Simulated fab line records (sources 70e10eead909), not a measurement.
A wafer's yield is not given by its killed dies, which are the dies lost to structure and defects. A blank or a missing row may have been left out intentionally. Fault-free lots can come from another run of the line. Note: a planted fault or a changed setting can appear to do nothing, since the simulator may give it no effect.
fab line records	flow nand-harc	part 1 of 2: steps 1 to 4 of 6
record: lots: 22	wafers: 66	last-day: 24
route steps=1159 shown A_STAIRCASE@629
lots that met no fault: taken from a fault-free run of the same line
start-h: start of the lot's first displayed wafer, in hours after the record's first day	wait-h: time in hours since the lot's previous step	" unchanged from the row above	L1.1+2: several wafers, shown together as one row	- value missing, or start not given	* or withheld: withheld	< > ~ a bound
route shown NAME@n: NAME is a module with steps in the file, n the number in the route of the first one	usual: mean and standard deviation over wafers with no fault	same: alike in all rows	chamber/n: place in a boat	sites: the reading at each site	_std_site: how widely they spread, as a standard deviation	_edge_site: mean of outer sites minus mean of inner sites	radius-mm: for every site, how far away it sits from the centre of the wafer	mask NAME#n: copy n	behind: the most recent tool/chamber to have shaped the wafer	hold: why the lot went on hold/how many hours it stayed there/how the hold came to an end	device: the n, p or np transistor that did not switch	end of line: the same wafers' tests at the end of the route	for a step that has no rows: nothing shown but its recipe	killed: dies lost to structure and defects at the first sort, not the wafer's yield	map: dies across one wafer; x = killed, . = not, _ = none there
set.NAME: the run value of the setting; set.NAME@STEP: its run value at that earlier step	model.NAME: the simulator's own value behind a step, which no gauge read
a sample of lots followed through the steps of the route, with each step as a table and each wafer as a row
services: the hour from which a tool's chamber was out of use, counted from the record's first day as start-h (under 0 if before that day), plus the number of hours and why
== steps ==
step: NHARC_A_STAIRCASE_TRIM_235
recipe: time-s: 211.2	o2-flow-sccm: 500	ar-flow-sccm: 0	bias-w: 0	chemistry: O2
usual: drypump-motor-current-A: 5.6/0.43	oes-product-au: 1.000/0.0093	rf-vpp-V: 58.1/0.88	showerhead-plenum-p-Torr: 3.61/0.13	throttle-valve-pct: 17.034/0.0088
lot.wafer	tool	chamber	start-h	wait-h	drypump-motor-current-A	oes-product-au	rf-hours-counter-h	rf-vpp-V	showerhead-plenum-p-Torr	throttle-valve-pct
L074.3	rie-diel-07	2	-	-	5.2	1.009	1	59.5	3.77	17.033
L074.4	"	3	"	"	6.4	1.005	2	58.8	3.66	17.018
L074.6	"	1	"	"	5.7	1.011	-	58.6	3.69	17.037
L075.1	rie-diel-10	0	-	-	5.3	0.999	27	59.2	3.57	17.039
L075.4	"	2	"	"	5.7	0.998	28	56.8	3.32	17.022
L075.6	"	3	"	"	5.4	1.012	-	58.0	3.59	17.028
L076.2	rie-diel-07	0	-	-	5.5	1.005	6	56.5	3.56	17.031
L076.3	"	2	"	"	5.2	1.002	5	58.1	3.77	17.028
L076.6	"	3	"	"	6.5	0.992	-	58.6	3.65	17.060
L078.2	rie-diel-10	1	-	-	5.3	1.001	31	58.7	3.67	17.027
L078.6	"	1	"	"	5.4	1.005	-	59.3	3.67	17.030
L078.5	"	2	"	"	5.7	1.012	-	57.6	3.32	17.029
L077.4	rie-diel-07	0	-	-	5.5	1.018	9	58.8	3.56	17.028
L077.1	"	1	"	"	5.7	1.003	8	60.5	3.69	17.021
L077.6	"	0	"	"	5.5	1.019	-	57.6	3.56	17.045
L079.4	rie-diel-09	0	-	-	5.4	0.996	5	58.9	3.81	17.030
L079.3	"	2	"	"	6.4	0.995	11	56.7	3.63	17.030
L079.6	"	3	"	"	5.4	0.999	-	57.7	3.57	17.022
L081.1	rie-diel-07	1	-	-	5.7	1.003	16	59.3	3.68	17.031
L081.2	"	2	"	"	5.2	0.999	18	57.8	3.76	17.039
L081.5	"	3	"	"	6.4	0.988	-	59.7	3.65	17.040
L080.2	rie-diel-10	0	-	-	5.4	1.003	42	58.6	3.56	17.017
L080.3	"	2	"	"	5.7	0.999	42	57.2	3.31	17.037
L080.5	"	0	"	"	5.3	1.019	-	58.2	3.56	17.028
L083.4	rie-diel-07	0	-	-	5.5	1.009	19	57.8	3.55	17.024
L083.1	"	1	"	"	5.7	0.990	18	58.6	3.68	17.018
L083.5	"	3	"	"	6.4	0.986	-	57.7	3.65	17.033
L082.4	rie-diel-07	3	-	-	6.5	1.014	21	58.3	3.65	17.042
L082.2	"	0	"	"	5.5	0.998	19	58.4	3.55	17.041
L082.1	"	1	"	"	5.7	0.998	18	58.8	3.68	17.033
L084.4	rie-diel-09	1	-	-	5.0	0.991	15	56.8	3.38	17.032
L084.3	"	2	"	"	6.4	1.010	16	58.6	3.63	17.033
L084.6	"	2	"	"	6.4	1.007	-	58.8	3.63	17.025
L087.3	rie-diel-07	0	-	-	5.5	1.000	27	58.7	3.55	17.043
L087.1	"	1	"	"	5.7	0.989	27	59.5	3.68	17.035
L087.5	"	2	"	"	5.2	0.981	-	57.2	3.75	17.043
L086.2	rie-diel-07	3	-	-	6.5	0.997	29	58.6	3.64	17.037
L086.1	"	0	"	"	5.5	1.005	28	56.9	3.54	17.044
L086.4	"	1	"	"	5.7	0.991	27	57.9	3.68	17.028
L085.2	rie-diel-10	3	-	-	5.4	1.012	51	57.3	3.58	17.033
L085.1	"	0	"	"	5.4	1.007	56	57.3	3.56	17.046
L085.5	"	1	"	"	5.4	1.008	-	58.9	3.66	17.025
L088.3	rie-diel-10	1	-	-	5.4	1.003	57	58.1	3.65	17.049
L088.4	"	0	"	"	5.4	1.004	57	57.9	3.55	17.034
L088.6	"	1	"	"	5.4	1.003	-	58.0	3.65	17.046
L090.2	rie-diel-10	2	-	-	5.7	1.002	58	56.1	3.30	17.036
L090.1	"	1	"	"	5.4	1.012	58	57.5	3.65	17.035
L090.6	"	3	"	"	5.4	0.998	-	57.5	3.58	17.021
L091.2	rie-diel-07	2	-	-	5.2	0.992	35	60.1	3.75	17.038
L091.3	"	3	"	"	6.4	0.985	36	58.8	3.64	17.040
L091.6	"	2	"	"	5.2	0.990	-	57.9	3.75	17.033
L089.4	rie-diel-07	0	-	-	5.6	0.997	39	59.0	3.54	17.042
L089.6	"	3	"	"	6.4	0.991	-	58.3	3.63	17.033
L089.5	"	0	"	"	5.5	0.994	-	57.5	3.54	17.034
L092.2	rie-diel-07	1	-	-	5.7	0.998	41	58.0	3.67	17.033
L092.3	"	3	"	"	6.4	1.009	45	59.3	3.63	17.033
L092.6	"	0	"	"	5.5	1.001	-	57.2	3.54	17.033
L095.3	rie-diel-10	3	-	-	5.4	1.014	6	58.9	3.57	17.038
L095.2	"	0	"	"	5.3	1.014	5	57.9	3.55	17.039
L095.4	"	2	"	"	5.7	1.006	7	56.4	3.30	17.039
L096.1	rie-diel-09	0	-	-	5.4	1.011	39	58.3	3.79	17.047
L096.4	"	1	"	"	5.0	1.008	40	57.4	3.37	17.029
L096.3	"	3	"	"	5.4	1.006	45	59.4	3.55	17.030
L097.4	rie-diel-09	2	-	-	6.4	1.000	47	57.9	3.61	17.038
L097.5	"	3	"	"	5.4	1.008	-	57.1	3.55	17.034
L097.6	"	0	"	"	5.4	1.007	-	57.2	3.78	17.038
step: NHARC_A_STAIRCASE_STRIP_254
recipe: power-w: 1500	temp-c: 250	chemistry: O2
usual: drypump-motor-current-A: 5.8/0.68	heater-power-w: 326/33
lot.wafer	tool	chamber	start-h	wait-h	drypump-motor-current-A	heater-power-w	rf-hours-counter-h
L074.3	plasma-asher-02	0	246.64	-	6.6	324	-
L074.4	"	1	"	"	4.9	297	-
L074.6	"	1	"	"	4.9	294	-
L075.1	plasma-asher-02	0	258.59	-	6.7	330	21
L075.4	"	1	"	"	4.9	294	-
L075.6	"	0	"	"	6.6	318	-
L076.2	plasma-asher-01	0	259.29	-	5.5	384	50
L076.3	"	1	"	"	6.0	327	-
L076.6	"	1	"	"	6.1	319	-
L078.2	plasma-asher-01	0	266.22	-	5.5	385	52
L078.6	"	0	"	"	5.6	390	-
L078.5	"	1	"	"	6.0	324	-
L077.1	plasma-asher-01	0	267.54	-	5.5	399	53
L077.4	"	1	"	"	6.1	325	-
L077.6	"	1	"	"	6.1	322	-
L079.4	plasma-asher-02	1	288.03	-	4.9	297	-
L079.3	"	0	"	"	6.7	316	-
L079.6	"	1	"	"	4.9	291	-
L081.2	plasma-asher-02	0	290.83	-	6.6	320	36
L081.1	"	1	"	"	4.9	292	36
L081.5	"	1	"	"	5.0	300	-
L080.2	plasma-asher-02	0	291.34	-	6.6	329	36
L080.3	"	1	"	"	5.0	293	-
L080.5	"	1	"	"	4.9	300	-
L083.1	plasma-asher-02	0	294.47	-	6.6	317	38
L083.4	"	1	"	"	4.9	288	-
L083.5	"	1	"	"	5.0	297	-
L082.1	plasma-asher-02	0	294.91	-	6.6	328	38
L082.2	"	1	"	"	4.9	291	38
L082.4	"	1	"	"	4.9	293	-
L084.3	plasma-asher-02	1	300.44	-	4.9	303	-
L084.4	"	0	"	"	6.7	330	-
L084.6	"	0	"	"	6.7	321	-
L087.1	plasma-asher-01	0	321.42	-	5.5	393	10
L087.3	"	1	"	"	6.0	325	-
L087.5	"	0	"	"	5.5	383	-
L086.1	plasma-asher-01	1	322.17	-	6.1	327	11
L086.2	"	0	"	"	5.5	375	11
L086.4	"	0	"	"	5.5	389	-
L085.2	plasma-asher-02	0	345.06	-	6.6	330	54
L085.1	"	1	"	"	5.0	301	54
L085.5	"	0	"	"	6.6	329	-
L088.3	plasma-asher-02	1	347.29	-	5.0	300	-
L088.4	"	0	"	"	6.6	326	-
L088.6	"	1	"	"	5.0	294	-
L090.2	plasma-asher-01	0	350.12	-	5.5	390	20
L090.1	"	1	"	"	6.1	322	20
L090.6	"	1	"	"	6.1	323	-
L091.2	plasma-asher-02	0	350.28	-	6.6	327	55
L091.3	"	1	"	"	5.0	296	-
L091.6	"	1	"	"	5.0	290	-
L089.4	plasma-asher-02	0	358.11	-	6.6	318	-
L089.6	"	0	"	"	6.6	316	-
L089.5	"	1	"	"	5.0	292	-
L092.2	plasma-asher-01	1	365.23	-	6.0	319	29
L092.3	"	1	"	"	6.0	321	-
L092.6	"	1	"	"	6.0	325	-
L095.2	plasma-asher-01	0	380.10	-	5.5	391	34
L095.3	"	0	"	"	5.6	387	-
L095.4	"	1	"	"	6.0	322	-
L096.1	plasma-asher-02	1	383.62	-	5.0	304	4
L096.3	"	1	"	"	5.0	295	-
L096.4	"	0	"	"	6.7	320	-
L097.4	plasma-asher-02	1	386.61	-	5.0	296	-
L097.5	"	0	"	"	6.6	322	-
L097.6	"	1	"	"	4.9	296	-
step: NHARC_A_STAIRCASE_DESCUM_291
recipe: time-s: 3	o2-flow-sccm: 200	ar-flow-sccm: 0	bias-power-w: 0	chemistry: O2
usual: drypump-motor-current-A: 5.6/0.43	oes-product-au: 0.999/0.0088	rf-vpp-V: 58.0/0.98	showerhead-plenum-p-Torr: 1.96/0.072	throttle-valve-pct: 11.310/0.0091
lot.wafer	tool	chamber	start-h	wait-h	drypump-motor-current-A	oes-product-au	rf-hours-counter-h	rf-vpp-V	showerhead-plenum-p-Torr	throttle-valve-pct
L074.3	rie-diel-07	0	250.09	-	5.5	1.009	3	57.6	1.93	11.318
L074.4	"	2	"	"	5.2	1.005	2	58.5	2.05	11.312
L074.6	"	0	"	"	5.5	1.017	-	59.1	1.93	11.293
L075.4	rie-diel-07	3	262.30	-	6.4	0.990	7	58.0	1.99	11.312
L075.1	"	0	"	"	5.5	1.020	7	58.1	1.93	11.328
L075.6	"	2	"	"	5.2	1.002	-	58.1	2.05	11.306
L076.3	rie-diel-07	2	262.92	-	5.2	0.997	6	58.1	2.05	11.321
L076.2	"	0	"	"	5.5	1.002	7	57.6	1.93	11.313
L076.6	"	1	"	"	5.7	0.992	-	57.4	2.01	11.312
L078.2	rie-diel-07	1	269.92	-	5.7	0.998	9	58.0	2.01	11.300
L078.6	"	2	"	"	5.2	0.997	-	60.0	2.05	11.297
L078.5	"	3	"	"	6.5	0.983	-	58.2	1.99	11.310
L077.4	rie-diel-09	1	273.94	-	5.0	0.996	3	57.0	1.83	11.312
L077.1	"	2	"	"	6.4	0.998	3	58.2	1.98	11.303
L077.6	"	0	"	"	5.4	1.002	-	58.3	2.08	11.322
L079.4	rie-diel-09	1	291.49	-	5.0	1.007	13	59.0	1.83	11.323
L079.3	"	2	"	"	6.4	1.010	14	56.8	1.97	11.328
L079.6	"	1	"	"	5.0	0.996	-	56.6	1.83	11.317
L081.2	rie-diel-07	0	295.58	-	5.5	1.007	20	56.5	1.93	11.324
L081.1	"	2	"	"	5.2	0.978	20	57.3	2.05	11.319
L081.5	"	1	"	"	5.7	0.992	-	59.2	2.00	11.311
L080.2	rie-diel-10	1	297.07	-	5.4	1.002	44	58.3	1.99	11.299
L080.3	"	2	"	"	5.7	0.992	44	55.8	1.79	11.313
L080.5	"	1	"	"	5.3	0.999	-	58.3	1.99	11.310
L083.1	rie-diel-10	0	300.32	-	5.3	1.006	45	56.6	1.93	11.307
L083.4	"	1	"	"	5.4	0.993	46	59.1	1.99	11.302
L083.5	"	0	"	"	5.3	1.000	-	59.2	1.93	11.308
L082.2	rie-diel-07	2	301.11	-	5.2	0.983	22	57.7	2.05	11.297
L082.4	"	0	"	"	5.5	1.006	22	58.3	1.92	11.316
L082.1	"	1	"	"	5.7	0.999	21	59.6	2.00	11.327
L084.4	rie-diel-10	2	309.55	-	5.7	0.996	48	58.5	1.78	11.313
L084.3	"	0	"	"	5.3	1.007	47	57.5	1.93	11.299
L084.6	"	1	"	"	5.4	1.008	-	59.3	1.99	11.304
L087.3	rie-diel-09	2	325.19	-	6.4	1.003	24	58.4	1.97	11.293
L087.1	"	0	"	"	5.3	1.004	16	58.1	2.07	11.314
L087.5	"	1	"	"	5.0	1.002	-	57.7	1.82	11.321
L086.2	rie-diel-07	1	326.02	-	5.7	1.000	27	56.7	2.00	11.316
L086.4	"	2	"	"	5.2	0.995	29	58.6	2.05	11.309
L086.1	"	3	"	"	6.4	0.983	30	58.7	1.98	11.304
L085.1	rie-diel-09	3	349.46	-	5.3	0.998	30	57.7	1.93	11.311
L085.2	"	2	"	"	6.4	1.001	30	56.3	1.97	11.313
L085.5	"	0	"	"	5.3	1.007	-	59.1	2.07	11.316
L088.4	rie-diel-09	3	350.71	-	5.4	0.996	31	58.3	1.93	11.317
L088.3	"	0	"	"	5.4	1.008	23	59.4	2.07	11.332
L088.6	"	0	"	"	5.4	1.012	-	58.5	2.07	11.307
L090.1	rie-diel-09	2	354.08	-	6.4	0.996	34	57.5	1.97	11.319
L090.2	"	3	"	"	5.4	0.998	33	59.8	1.93	11.300
L090.6	"	2	"	"	6.4	0.991	-	57.0	1.97	11.336
L091.2	rie-diel-07	3	355.14	-	6.4	0.989	41	59.0	1.98	11.321
L091.3	"	1	"	"	5.7	0.996	38	59.5	2.00	11.314
L091.6	"	3	"	"	6.5	0.996	-	58.2	1.98	11.311
L089.4	rie-diel-10	0	363.72	-	5.3	1.013	0	57.5	1.93	11.320
L089.6	"	2	"	"	5.7	0.998	-	56.8	1.78	11.319
L089.5	"	3	"	"	5.4	1.009	-	57.1	1.94	11.319
L092.2	rie-diel-10	0	370.30	-	5.3	1.006	2	57.9	1.93	11.301
L092.3	"	1	"	"	5.3	1.003	3	58.1	1.98	11.292
L092.6	"	2	"	"	5.7	1.000	-	57.3	1.78	11.309
L095.4	rie-diel-07	1	384.90	-	5.6	1.000	51	58.6	1.99	11.304
L095.3	"	2	"	"	5.2	0.985	53	58.1	2.04	11.302
L095.2	"	3	"	"	6.4	0.989	52	57.9	1.97	11.305
L096.3	rie-diel-10	3	388.43	-	5.4	1.007	8	57.8	1.94	11.301
L096.1	"	1	"	"	5.3	1.002	9	58.1	1.98	11.301
L096.4	"	2	"	"	5.7	1.013	9	57.6	1.78	11.299
L097.4	rie-diel-07	0	390.00	-	5.5	1.008	51	57.0	1.92	11.308
L097.6	"	2	"	"	5.2	0.995	-	59.3	2.04	11.311
L097.5	"	3	"	"	6.4	0.987	-	57.6	1.97	11.294
step: NHARC_A_STAIRCASE_ETCH_452
recipe: target-depth-a: 300	overetch-a: 30	time-s: 16.5	ion-energy-ev: 100	cf4-flow-sccm: 80	o2-flow-sccm: 20	ar-flow-sccm: 0	rf-w: 300	bias-w: 100	chemistry: CF4/O2
usual: drypump-motor-current-A: 5.6/0.45	oes_f_703_au: 1.000/0.0045	oes-product-au: 0.998/0.0096	rf-vpp-V: 198.5/1.4	showerhead-plenum-p-Torr: 1.37/0.05	throttle-valve-pct: 13.398/0.0088
lot.wafer	tool	chamber	start-h	wait-h	drypump-motor-current-A	oes_f_703_au	oes-product-au	rf-hours-counter-h	rf-vpp-V	showerhead-plenum-p-Torr	throttle-valve-pct
L074.3	rie-diel-07	3	-	-	6.4	0.992	0.981	3	199.0	1.39	13.405
L074.4	"	0	"	"	5.5	1.000	1.010	3	198.8	1.35	13.384
L074.6	"	2	"	"	5.2	1.001	0.989	-	200.0	1.43	13.385
L075.4	rie-diel-07	1	-	-	5.6	1.008	1.001	7	199.7	1.40	13.405
L075.1	"	2	"	"	5.2	0.995	1.003	6	199.9	1.43	13.401
L075.6	"	2	"	"	5.2	0.996	1.003	-	200.1	1.43	13.407
L076.2	rie-diel-07	0	-	-	5.5	1.003	1.016	8	198.6	1.35	13.407
L076.3	"	2	"	"	5.2	1.007	0.994	7	199.5	1.43	13.416
L076.6	"	3	"	"	6.4	0.992	0.994	-	198.6	1.38	13.395
L078.2	rie-diel-07	0	-	-	5.5	0.999	1.020	9	196.9	1.35	13.397
L078.6	"	2	"	"	5.2	1.006	0.985	-	198.4	1.43	13.405
L078.5	"	3	"	"	6.4	1.002	0.986	-	199.8	1.38	13.404
L077.1	rie-diel-09	3	-	-	5.3	1.005	0.985	2	198.5	1.35	13.417
L077.6	"	1	"	"	5.0	0.997	0.987	-	196.6	1.28	13.391
L077.4	"	3	"	"	5.4	1.005	0.987	-	196.1	1.35	13.402
L079.4	rie-diel-09	0	-	-	5.3	1.003	0.996	7	200.7	1.44	13.408
L079.3	"	1	"	"	5.0	0.997	1.006	13	197.1	1.28	13.387
L079.6	"	2	"	"	6.4	1.002	1.009	-	196.8	1.38	13.393
L081.1	rie-diel-07	0	-	-	5.5	1.001	1.001	20	197.5	1.34	13.393
L081.2	"	3	"	"	6.4	1.001	0.982	21	198.7	1.38	13.391
L081.5	"	0	"	"	5.5	1.003	0.998	-	199.5	1.34	13.421
L080.2	rie-diel-10	1	-	-	5.4	1.002	0.997	45	199.8	1.39	13.399
L080.3	"	2	"	"	5.7	1.000	0.997	45	195.7	1.25	13.409
L080.5	"	3	"	"	5.4	1.003	1.013	-	197.7	1.36	13.412
L083.1	rie-diel-10	3	-	-	5.4	1.007	1.007	40	196.4	1.36	13.383
L083.4	"	0	"	"	5.3	1.000	0.999	45	199.3	1.35	13.396
L083.5	"	2	"	"	5.7	0.996	0.982	-	196.8	1.25	13.413
L082.1	rie-diel-07	3	-	-	6.5	0.999	0.994	24	200.1	1.38	13.393
L082.4	"	0	"	"	5.5	1.003	1.004	23	197.3	1.34	13.400
L082.2	"	1	"	"	5.7	0.993	1.003	21	199.0	1.40	13.401
L084.3	rie-diel-10	2	-	-	5.7	0.999	0.991	48	195.8	1.25	13.390
L084.4	"	1	"	"	5.3	0.993	1.000	49	199.0	1.39	13.388
L084.6	"	2	"	"	5.7	1.003	0.991	-	195.5	1.25	13.389
L087.3	rie-diel-09	1	-	-	5.0	1.002	1.004	21	197.2	1.27	13.395
L087.1	"	2	"	"	6.4	1.001	1.004	24	197.2	1.37	13.401
L087.5	"	0	"	"	5.4	1.010	0.996	-	200.0	1.44	13.403
L086.1	rie-diel-07	2	-	-	5.2	1.008	0.978	29	199.0	1.42	13.404
L086.4	"	3	"	"	6.4	1.008	0.984	30	199.2	1.38	13.406
L086.2	"	1	"	"	5.7	1.000	0.987	28	199.2	1.39	13.391
L085.1	rie-diel-09	0	-	-	5.4	1.003	1.001	23	199.8	1.44	13.396
L085.2	"	1	"	"	5.0	0.994	1.006	28	196.3	1.27	13.408
L085.5	"	3	"	"	5.3	1.002	1.010	-	199.6	1.35	13.416
L088.3	rie-diel-09	3	-	-	5.3	1.008	1.005	31	197.6	1.35	13.386
L088.4	"	1	"	"	5.0	0.998	1.003	29	195.2	1.27	13.396
L088.6	"	3	"	"	5.3	0.998	0.998	-	197.9	1.35	13.407
L091.3	rie-diel-07	3	-	-	6.4	0.999	1.014	42	198.9	1.38	13.390
L091.2	"	1	"	"	5.7	0.991	1.002	39	198.4	1.39	13.394
L091.6	"	0	"	"	5.5	0.999	1.009	-	198.5	1.34	13.389
L090.1	rie-diel-09	0	-	-	5.4	1.009	1.007	28	200.2	1.44	13.406
L090.2	"	2	"	"	6.4	0.996	0.996	37	200.2	1.37	13.404
L090.6	"	3	"	"	5.3	0.997	0.985	-	198.7	1.35	13.403
L089.4	rie-diel-10	2	-	-	5.7	0.999	0.993	0	194.2	1.24	13.403
L089.6	"	2	"	"	5.7	1.006	0.991	-	195.9	1.24	13.402
L089.5	"	3	"	"	5.4	1.008	1.004	-	197.1	1.35	13.396
L092.2	rie-diel-10	0	-	-	5.3	0.999	1.015	2	198.2	1.34	13.397
L092.3	"	2	"	"	5.7	1.000	0.989	3	194.9	1.24	13.393
L092.6	"	0	"	"	5.3	0.998	1.020	-	198.3	1.34	13.398
L095.3	rie-diel-07	3	-	-	6.4	1.004	0.992	53	200.6	1.37	13.391
L095.4	"	1	"	"	5.6	1.005	1.000	51	199.5	1.39	13.389
L095.2	"	2	"	"	5.2	1.000	0.987	53	199.5	1.42	13.397
L096.3	rie-diel-10	2	-	-	5.7	1.002	1.013	9	196.5	1.24	13.401
L096.1	"	0	"	"	5.3	1.005	1.022	8	198.0	1.34	13.398
L096.4	"	1	"	"	5.4	0.992	1.013	9	198.3	1.38	13.398
L097.4	rie-diel-07	2	-	-	5.2	0.999	0.982	55	198.8	1.42	13.418
L097.5	"	1	"	"	5.7	0.999	1.000	-	200.6	1.39	13.400
L097.6	"	2	"	"	5.2	1.005	0.982	-	200.4	1.42	13.404
